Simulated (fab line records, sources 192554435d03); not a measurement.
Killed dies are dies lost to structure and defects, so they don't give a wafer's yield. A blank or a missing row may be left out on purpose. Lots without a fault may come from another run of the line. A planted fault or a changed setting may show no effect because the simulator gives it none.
Chamber matching | flow n5_finfet | N5_MOL_CONTACT_COAG_DESCUM_13 on rie_diel-04: 4 sister chambers
The step chemistry O2, time 7 s. 4 wafers are shown with their chamber, then 10 later ones without.

WAFERS WITH THEIR CHAMBER
wafer  | chamber | showerhead_plenum_p_Torr (Torr)
L086.5 | 1       | 1.99
L092.2 | 3       | 2.14
L094.1 | 0       | 2.03
L094.3 | 2       | 2.02

WAFERS WITHOUT THEIR CHAMBER
wafer  | showerhead_plenum_p_Torr (Torr)
L094.5 | 2.14
L095.3 | 2.14
L095.4 | 2.02
L095.5 | 2.25
L096.3 | 2.02
L096.5 | 2.02
L096.6 | 2.24
L097.1 | 2.24
L097.2 | 2.02
L097.6 | 2.14

WHICH CHAMBER EACH WENT THROUGH
wafer  | from the rows above          | in truth
L094.5 | can't be placed: 3 or 0      | 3
L095.3 | can't be placed: 3 or 0      | 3
L095.4 | can't be placed: 2 or 0 or 1 | 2
L095.5 | can't be placed: 3 or 0      | 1
L096.3 | can't be placed: 2 or 0 or 1 | 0
L096.5 | can't be placed: 2 or 0 or 1 | 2
L096.6 | can't be placed: 3 or 0      | 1
L097.1 | can't be placed: 3 or 0      | 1
L097.2 | can't be placed: 2 or 0 or 1 | 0
L097.6 | can't be placed: 3 or 0      | 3
Placed correctly: 0 of 10. Can't be placed from these rows: 10 (the true chamber is among the candidates in 7). Placed wrongly: 0.
How it was worked out, from the rows above alone: a wafer's distance from a chamber is the root of the sum, over the readings, of the square of ((its reading less the chamber's mean) divided by the reading's scatter). The wafer belongs to the nearest chamber; if the next one is less than 2 further off, it can't be placed. A chamber's mean is the mean of its shown wafers. The scatter: with one shown wafer a chamber, the root of the mean of the squares of how far each hidden wafer lies from its nearest shown one.
